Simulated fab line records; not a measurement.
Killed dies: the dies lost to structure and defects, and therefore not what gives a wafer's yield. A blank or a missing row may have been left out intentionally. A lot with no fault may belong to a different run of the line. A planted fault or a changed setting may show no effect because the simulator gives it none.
fab line records ; flow n5_finfet
[record] lots = 7; wafers = 39
route steps=1938 shown BEOL_M11@1552 BEOL_M13@1705 MIM_BOT_LITHO@1860
start_h: hours from the record's first day to the start of the lot's first wafer shown ; wait_h: hours elapsed since this lot's preceding step ; " as in the row above ; L1.1+2: a row that stands for several wafers ; - no value, or no start given ; * or withheld: withheld ; < > ~ a bound
route shown NAME@n: NAME is a module with steps in the file, n the number in the route of the first one ; usual: mean/standard deviation taken from wafers without a fault ; same: alike in all rows ; chamber/n: place in a boat ; sites: readings site by site ; _std_site: standard deviation across them ; _edge_site: inner sites' mean taken away from outer sites' mean ; radius_mm: how far each site lies from the wafer's centre ; mask NAME#n: copy n ; behind: the last tool/chamber to shape the wafer ; hold: what put the lot on hold/how long, in hours/how the hold closed ; device: names the non-switching transistor (n, p or np) ; end of line: the tests these same wafers got at the end of their route ; a step without rows: its recipe alone ; killed: count of dies lost to structure and defects at first sort (not the wafer's yield) ; map: the dies of a wafer, with x for killed, . for not killed, _ for no die there
set.NAME: the run value of the setting; set.NAME@STEP: its run value at that earlier step ; model.NAME: the simulator's own value behind a step, which no gauge read
one table per step and one row per wafer, for lots whose settings were changed on purpose
[[steps]]
[step N5_BEOL_M11_DESCUM_16]
[recipe] chemistry = O2; time_s = 7.9; source_power_w = 50; bias_power_w = 20; pressure_mtorr = 20; rf_frequency_hz = 2.712e+07; temp_c = 40; resist = CAR-ArF; o2_flow_sccm = 225
lot.wafer;tool;chamber;start_h;wait_h;set.time_s;model.CAR-ArF_of_BEOL_M11_COAT_05.thk_nm
L077.1+2+4+5;rie_diel-03;0,2,3,3;342.35;0.1;7.9;83.4
L077.3;rie_diel-03;1;342.35;0.1;7.9;83.2
L077.6;rie_diel-03;0;342.35;0.1;7.9;83.6
L079.1+2;rie_diel-03;2,0;343.86;0.5;7.9;83.4
L079.3;rie_diel-03;1;343.86;0.5;11.21;81.4
L079.4+5;rie_diel-03;3;343.86;0.5;11.21;81.6
L079.6;rie_diel-03;0;343.86;0.5;7.9;83.2
L081.1;rie_diel-02;2;354.51;0.3;7.9;83.2
L081.2+3+4+6;rie_diel-02;3,0,1,0;354.51;0.3;7.9;83
L081.5;rie_diel-02;3;354.51;0.3;7.9;83.4
L086.3;rie_diel-03;0;383.51;0.2;7.9;83.2
L086.4;rie_diel-03;3;383.51;0.2;7.9;83
L086.6;rie_diel-03;0;383.51;0.2;7.9;82.8
L087.1;rie_diel-02;2;412.15;0.0;7.9;83.4
L087.2;rie_diel-02;1;412.15;0.0;7.9;83.2
L087.3;rie_diel-02;0;412.15;0.0;7.9;82.8
L087.4+6;rie_diel-02;3;412.15;0.0;5.265;84.8
L087.5;rie_diel-02;0;412.15;0.0;5.265;84.6
L088.1+4+5+6;rie_diel-03;3,2,3,2;413.54;0.2;7.9;82.8
L088.2;rie_diel-03;0;413.54;0.2;7.9;82.6
L088.3;rie_diel-03;1;413.54;0.2;7.9;83
L097.1;rie_diel-03;3;458.72;0.0;11.76;81.2
L097.2;rie_diel-03;1;458.72;0.0;11.76;81
L097.3;rie_diel-03;2;458.72;0.0;11.76;81.4
L097.4;rie_diel-03;0;458.72;0.0;7.9;83.6
L097.5;rie_diel-03;2;458.72;0.0;7.9;83.8
L097.6;rie_diel-03;3;458.72;0.0;7.9;83.4
[step N5_BEOL_M11_ETCH_61]
[recipe] chemistry = CF4; target = SiARC; target_depth_a = 390; mask_material = CAR-ArF; time_s = 65; ion_energy_ev = 80; pressure_mtorr = 40; source_w = 545; bias_w = 36; Ar_flow_sccm = 100; cf4_flow_sccm = 100; ends = cleared
lot.wafer;tool;chamber;start_h;wait_h;set.time_s@BEOL_M11_DESCUM_16;model.CAR-ArF_of_BEOL_M11_COAT_05.thk_nm
L077.1+2+4+6;rie_diel-03;0,2,3,0;342.38;0.0;7.9;55.4
L077.3;rie_diel-03;1;342.38;0.0;7.9;55
L077.5;rie_diel-03;3;342.38;0.0;7.9;55.2
L079.1+2+6;rie_diel-03;2,0,0;343.90;0.0;7.9;55.4
L079.3+5;rie_diel-03;1,3;343.90;0.0;11.21;53.4
L079.4;rie_diel-03;3;343.90;0.0;11.21;53.6
L081.1+5;rie_diel-02;2,3;354.54;0.0;7.9;55.4
L081.2+6;rie_diel-02;3,0;354.54;0.0;7.9;55
L081.3+4;rie_diel-02;0,1;354.54;0.0;7.9;55.2
L086.3;rie_diel-03;0;383.55;0.0;7.9;55.2
L086.4+6;rie_diel-03;3,0;383.55;0.0;7.9;55
L087.1;rie_diel-02;2;412.19;0.0;7.9;55.6
L087.2;rie_diel-02;1;412.19;0.0;7.9;55.2
L087.3;rie_diel-02;0;412.19;0.0;7.9;55
L087.4;rie_diel-02;3;412.19;0.0;5.265;57
L087.5;rie_diel-02;0;412.19;0.0;5.265;56.6
L087.6;rie_diel-02;3;412.19;0.0;5.265;56.8
L088.1+4+5+6;rie_diel-03;3,2,3,2;413.57;0.0;7.9;55
L088.2;rie_diel-03;0;413.57;0.0;7.9;54.8
L088.3;rie_diel-03;1;413.57;0.0;7.9;55.2
L097.1;rie_diel-03;3;458.76;0.0;11.76;53.2
L097.2;rie_diel-03;1;458.76;0.0;11.76;53
L097.3;rie_diel-03;2;458.76;0.0;11.76;53.4
L097.4+6;rie_diel-03;0,3;458.76;0.0;7.9;55.6
L097.5;rie_diel-03;2;458.76;0.0;7.9;55.8
[step N5_BEOL_M13_SPUTTER_43]
[recipe] material = TaN; target_thk_a = 150; temp_c = 50; bias_v = 168.6; power_w = 15000; chamber_pressure_pa = 0.12; time_s = 24.19
lot.wafer;tool;chamber;start_h;wait_h;set.time_s;model.TaN_of_BEOL_M13_SPUTTER_43.thk_nm
L077.1+6;pvd_sputter-02;-;359.61;0.0;24.19;15
L077.2;pvd_sputter-02;-;359.61;0.0;11.54;7.2
L077.3+5;pvd_sputter-02;-;359.61;0.0;11.54;7
L077.4;pvd_sputter-02;-;359.61;0.0;24.19;15.4
L079.1;pvd_sputter-01;-;373.62;0.0;24.19;15
L079.2+4;pvd_sputter-01;-;373.62;0.0;24.19;15.4
L079.3+5;pvd_sputter-01;-;373.62;0.0;13.34;8.2
L079.6;pvd_sputter-01;-;373.62;0.0;13.34;8.6
L081.1+3+6;pvd_sputter-01;-;374.28;0.0;24.19;14.8
L081.2+5;pvd_sputter-01;-;374.28;0.0;24.19;15.2
L081.4;pvd_sputter-01;-;374.28;0.0;24.19;15
L086.3+4;pvd_sputter-02;-;401.37;0.0;24.19;14.8
L086.6;pvd_sputter-02;-;401.37;0.0;24.19;15
L087.1+3+5+6;pvd_sputter-02;-;425.17;0.0;24.19;14.8
L087.2+4;pvd_sputter-02;-;425.17;0.0;24.19;15
L088.1;pvd_sputter-02;-;429.11;0.0;16.22;9.6
L088.2;pvd_sputter-02;-;429.11;0.0;24.19;15
L088.3;pvd_sputter-02;-;429.11;0.0;24.19;14.8
L088.4+6;pvd_sputter-02;-;429.11;0.0;16.22;9.8
L088.5;pvd_sputter-02;-;429.11;0.0;24.19;14.4
L097.1;pvd_sputter-02;-;480.75;0.0;31.08;19.6
L097.2;pvd_sputter-02;-;480.75;0.0;24.19;15
L097.3+6;pvd_sputter-02;-;480.75;0.0;24.19;14.8
L097.4;pvd_sputter-02;-;480.75;0.0;31.08;19.2
L097.5;pvd_sputter-02;-;480.75;0.0;31.08;19.4
[step N5_BEOL_M13_SPUTTER_44]
[recipe] material = Ta; target_thk_a = 100; temp_c = 50; bias_v = 80; power_w = 15000; chamber_pressure_pa = 0.07; time_s = 16.13
[step N5_BEOL_M13_SPUTTER_45]
[recipe] material = Cu; target_thk_a = 800; temp_c = -20; bias_v = 60; power_w = 26000; chamber_pressure_pa = 0.13; time_s = 13.33
[step N5_BEOL_M13_ECD_47]
[recipe] material = Cu; target_thk_a = 9360
[step N5_BEOL_M13_ANNEAL_48]
[recipe] temp_c = 225; time_s = 90; ambient = N2
[step N5_BEOL_M13_CMP_49]
[recipe] stop_on = SiOC; t_overpolish_s = 17.1; down_force_psi = 1; platen_rpm = 50; clearing_platen_down_force_psi = 1.5; clearing_platen_rpm = 50; post_cmp_clean = cu_alkaline; target_thk_nm = 420; clearing_platen_pad_velocity_m_s = 0.99484; pad_velocity_m_s = 0.99484
[usual] barrier_field_endpoint_s = 30.2/0.92
lot.wafer;tool;chamber;start_h;wait_h;set.time_s@BEOL_M13_SPUTTER_43;barrier_field_endpoint_s
L077.2;cmp-03;1;360.53;0.2;11.54;21.2
L077.1;cmp-03;2;360.53;0.2;24.19;29.2
L077.4;cmp-03;3;360.53;0.2;24.19;30.1
L077.3;cmp-03;0;360.53;0.2;11.54;19.9
L077.6;cmp-03;1;360.53;0.2;24.19;30.6
L077.5;cmp-03;2;360.53;0.2;11.54;19.8
L079.3;cmp-01;2;374.35;0.2;13.34;22.3
L079.2;cmp-01;3;374.35;0.2;24.19;30.4
L079.4;cmp-01;0;374.35;0.2;24.19;31.6
L079.1;cmp-01;1;374.35;0.2;24.19;31.3
L079.5;cmp-01;2;374.35;0.2;13.34;22.0
L079.6;cmp-01;3;374.35;0.2;13.34;22.3
L081.1;cmp-02;1;375.01;0.3;24.19;29.6
L081.4;cmp-02;2;375.01;0.3;24.19;29.6
L081.3;cmp-02;3;375.01;0.3;24.19;30.1
L081.2;cmp-02;0;375.01;0.3;24.19;31.2
L081.5;cmp-02;1;375.01;0.3;24.19;30.1
L081.6;cmp-02;2;375.01;0.3;24.19;28.8
L086.3;cmp-01;0;402.11;0.2;24.19;30.7
L086.4;cmp-01;2;402.11;0.2;24.19;30.4
L086.6;cmp-01;0;402.11;0.2;24.19;31.1
L087.1;cmp-03;3;425.98;0.3;24.19;29.6
L087.4;cmp-03;0;425.98;0.3;24.19;29.0
L087.2;cmp-03;1;425.98;0.3;24.19;31.2
L087.3;cmp-03;2;425.98;0.3;24.19;29.5
L087.5;cmp-03;3;425.98;0.3;24.19;28.8
L087.6;cmp-03;0;425.98;0.3;24.19;29.4
L088.1;cmp-03;1;430.61;0.3;16.22;24.4
L088.4;cmp-03;2;430.61;0.3;16.22;23.6
L088.3;cmp-03;3;430.61;0.3;24.19;29.6
L088.2;cmp-03;0;430.61;0.3;24.19;29.7
L088.6;cmp-03;1;430.61;0.3;16.22;24.2
L088.5;cmp-03;2;430.61;0.3;24.19;29.1
L097.1;cmp-03;3;481.49;0.3;31.08;36.9
L097.2;cmp-03;0;481.49;0.3;24.19;31.1
L097.4;cmp-03;1;481.49;0.3;31.08;38.0
L097.3;cmp-03;2;481.49;0.3;24.19;30.4
L097.5;cmp-03;3;481.49;0.3;31.08;36.8
L097.6;cmp-03;0;481.49;0.3;24.19;30.0
[step N5_MIM_BOT_LITHO_DEVELOP_07]
[recipe] develop_time_s = 60; rinse_liquid = diw; dry = air_spin; dev_temp_c = 21
lot.wafer;tool;chamber;start_h;wait_h;set.develop_time_s
L077.1+2+3+4+5+6;litho_track-02;0;-;-;60
L079.1+3+5;litho_track-04;0;-;-;39.49
L079.2+4+6;litho_track-04;0;-;-;60
L081.1+2+3+4+5+6;litho_track-04;0;-;-;60
L086.3+4+6;litho_track-01;0;-;-;60
L087.1+2+6;litho_track-04;0;-;-;34.97
L087.3+4+5;litho_track-04;0;-;-;60
L088.1+2+4;litho_track-02;0;-;-;60
L088.3+5+6;litho_track-02;0;-;-;38.86
L097.1+2+5;litho_track-04;0;-;-;69.43
L097.3+4+6;litho_track-04;0;-;-;60
[step N5_MIM_BOT_LITHO_HARDBAKE_09]
[recipe] temp_c = 130; time_s = 120
[step N5_MIM_BOT_LITHO_CD_MEAS_08]
[recipe] target_cd_nm = 3000; landing_energy_ev = 500; detector = se_inlens; polarity = opening
[usual] cd_nm = 3002.4/1.6
lot.wafer;tool;chamber;start_h;wait_h;set.develop_time_s@MIM_BOT_LITHO_DEVELOP_07;cd_nm
L077.1;cd_sem-03;0;380.58;-;60;3002.6
L077.2;cd_sem-03;0;380.58;-;60;3004.2
L077.3;cd_sem-03;0;380.58;-;60;3000.5
L077.4;cd_sem-03;0;380.58;-;60;3000.5
L077.5;cd_sem-03;0;380.58;-;60;3000.6
L077.6;cd_sem-03;0;380.58;-;60;3003.0
L079.1;cd_sem-01;0;394.15;-;39.49;2990.3
L079.2;cd_sem-01;0;394.15;-;60;3000.8
L079.3;cd_sem-01;0;394.15;-;39.49;2993.0
L079.4;cd_sem-01;0;394.15;-;60;3002.5
L079.5;cd_sem-01;0;394.15;-;39.49;2990.1
L079.6;cd_sem-01;0;394.15;-;60;2999.5
L081.1;cd_sem-02;0;397.85;-;60;3004.4
L081.2;cd_sem-02;0;397.85;-;60;3004.1
L081.3;cd_sem-02;0;397.85;-;60;3001.8
L081.4;cd_sem-02;0;397.85;-;60;3002.1
L081.5;cd_sem-02;0;397.85;-;60;3004.2
L081.6;cd_sem-02;0;397.85;-;60;3003.4
L086.3;cd_sem-01;0;423.56;-;60;3003.3
L086.4;cd_sem-01;0;423.56;-;60;3005.4
L086.6;cd_sem-01;0;423.56;-;60;3003.9
L087.1;cd_sem-01;0;445.11;-;34.97;2991.8
L087.2;cd_sem-01;0;445.11;-;34.97;2989.8
L087.3;cd_sem-01;0;445.11;-;60;3001.9
L087.4;cd_sem-01;0;445.11;-;60;3004.0
L087.5;cd_sem-01;0;445.11;-;60;3004.7
L087.6;cd_sem-01;0;445.11;-;34.97;2990.6
L088.1;cd_sem-03;0;451.39;-;60;3003.2
L088.2;cd_sem-03;0;451.39;-;60;3002.9
L088.3;cd_sem-03;0;451.39;-;38.86;2995.4
L088.4;cd_sem-03;0;451.39;-;60;3001.5
L088.5;cd_sem-03;0;451.39;-;38.86;2992.3
L088.6;cd_sem-03;0;451.39;-;38.86;2995.3
L097.1;cd_sem-03;0;501.72;-;69.43;3004.2
L097.2;cd_sem-03;0;501.72;-;69.43;3007.3
L097.3;cd_sem-03;0;501.72;-;60;3000.9
L097.4;cd_sem-03;0;501.72;-;60;3002.9
L097.5;cd_sem-03;0;501.72;-;69.43;3003.7
L097.6;cd_sem-03;0;501.72;-;60;3002.8
[[key]]
[split] step = N5_BEOL_M11_DESCUM_16; setting = time_s; stated = 7.9; by = wafer
[response] step = N5_BEOL_M11_DESCUM_16; reading = model.CAR-ArF_of_BEOL_M11_COAT_05.thk_nm; change = -0.0468; per = 1%; r = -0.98
[response] step = N5_BEOL_M11_ETCH_61; reading = model.CAR-ArF_of_BEOL_M11_COAT_05.thk_nm; change = -0.0481; per = 1%; r = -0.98
[split] step = N5_BEOL_M13_SPUTTER_43; setting = time_s; stated = 24.19; by = wafer
[response] step = N5_BEOL_M13_SPUTTER_43; reading = model.TaN_of_BEOL_M13_SPUTTER_43.thk_nm; change = +0.155; per = 1%; r = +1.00
[response] step = N5_BEOL_M13_CMP_49; reading = barrier_field_endpoint_s; change = +0.192; per = 1%; r = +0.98
[split] step = N5_MIM_BOT_LITHO_DEVELOP_07; setting = develop_time_s; stated = 60; by = wafer
[response] step = N5_MIM_BOT_LITHO_CD_MEAS_08; reading = cd_nm; change = +0.273; per = 1%; r = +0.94
